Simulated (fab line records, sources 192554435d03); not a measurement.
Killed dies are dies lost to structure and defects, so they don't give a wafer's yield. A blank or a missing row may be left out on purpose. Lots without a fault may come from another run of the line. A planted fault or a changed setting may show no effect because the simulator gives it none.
One fault seen from 2 desks | flow n5_finfet | each desk has only its own numbers; what lay behind them comes last

THE TOOL OWNER'S DESK: arfi_scanner-03
The tool's own readings at N5_SD_EPI_P_EXPOSE_06 (exposes mask SD P BLK, target cd 240 nm): means of the sampled wafers that have a number, for each lot that ran on this tool. A lot is out of limits, marked OUT, if its mean lies more than 4 standard deviations from the usual mean; the brackets give that distance.
Columns: A = exposure_dose_mJ_cm2 at N5_SD_EPI_P_EXPOSE_06, usual 39.49
lot  | first seen here | A
L578 | day 3 10:26     | 39.48
L587 | day 5 12:31     | 39.50
L594 | day 7 05:19     | 39.50
L596 | day 7 22:27     | 39.48
This desk's finding: nothing out of limits on any of the 4 lots.

THE METROLOGY DESK
What the gauges read, lot by lot, whatever tool the lot ran on: means of the sampled wafers that have a number. A lot is out of limits, marked OUT, if its mean lies more than 4 standard deviations from the usual mean; the brackets give that distance. Of its 11 readings 7 are shown: the one that was out of limits first, and those that lie furthest out on some lot.
Columns: A = SD_P_BLK_OVL at N5_SD_EPI_P_OVL_MEAS_10, usual 0.3 nm; B = DIBL_N at N5_BEOL_M4_RC_MEAS_101, usual 36.4 mV/V; C = IOFF_N at N5_BEOL_M4_RC_MEAS_101, usual 0.156 nA/um; D = ION_N at N5_BEOL_M4_RC_MEAS_101, usual 674 uA/um; E = SS_N at N5_BEOL_M4_RC_MEAS_101, usual 71.5 mV/dec; F = VT_N at N5_BEOL_M4_RC_MEAS_101, usual 250.0 mV; G = VT_P at N5_BEOL_M4_RC_MEAS_101, usual -250 mV
lot  | first seen here | A                      | B    | C     | D   | E    | F     | G
L578 | day 3 10:35     | 0.7                    | 36.5 | 0.163 | 675 | 71.4 | 250.6 | -251
L583 | day 4 12:34     | 0.0                    | 35.4 | 0.137 | 668 | 71.6 | 251.8 | -248
L587 | day 5 12:40     | 1.0                    | 38.3 | 0.195 | 691 | 71.8 | 245.9 | -247
L594 | day 7 05:28     | 86.9 (+99 or more) OUT | 36.6 | 0.138 | 664 | 71.3 | 251.5 | -251
L596 | day 7 22:35     | 85.8 (+99 or more) OUT | 34.3 | 0.113 | 658 | 70.8 | 256.5 | -255
L597 | day 7 23:44     | -0.5                   | 37.3 | 0.170 | 676 | 71.5 | 248.3 | -247
L598 | day 8 10:19     | -0.2                   | 34.3 | 0.128 | 666 | 70.8 | 251.3 | -250
L600 | day 8 19:06     | 0.6                    | 36.5 | 0.162 | 665 | 71.5 | 249.9 | -252
This desk's finding: out of limits on L594, L596; first on L594, day 7 05:28 (SD_P_BLK_OVL at N5_SD_EPI_P_OVL_MEAS_10). In limits: L578, L583, L587, L597, L598, L600.

PUT TOGETHER
The metrology desk could have raised an alarm at day 7 05:28, on L594, L596.
The tool owner's desk saw nothing out of limits.
The tool owner's desk has L594, L596 on record, within its limits.
Of the lots named, all ran N5_SD_EPI_P_EXPOSE_06 on arfi_scanner-03.

WHAT THE SIMULATOR HAD PUT IN
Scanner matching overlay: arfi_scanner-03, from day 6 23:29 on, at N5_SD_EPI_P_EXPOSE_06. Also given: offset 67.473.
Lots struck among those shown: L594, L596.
Hours from the fault's start to each desk's first reading out of limits: the metrology desk, 6.
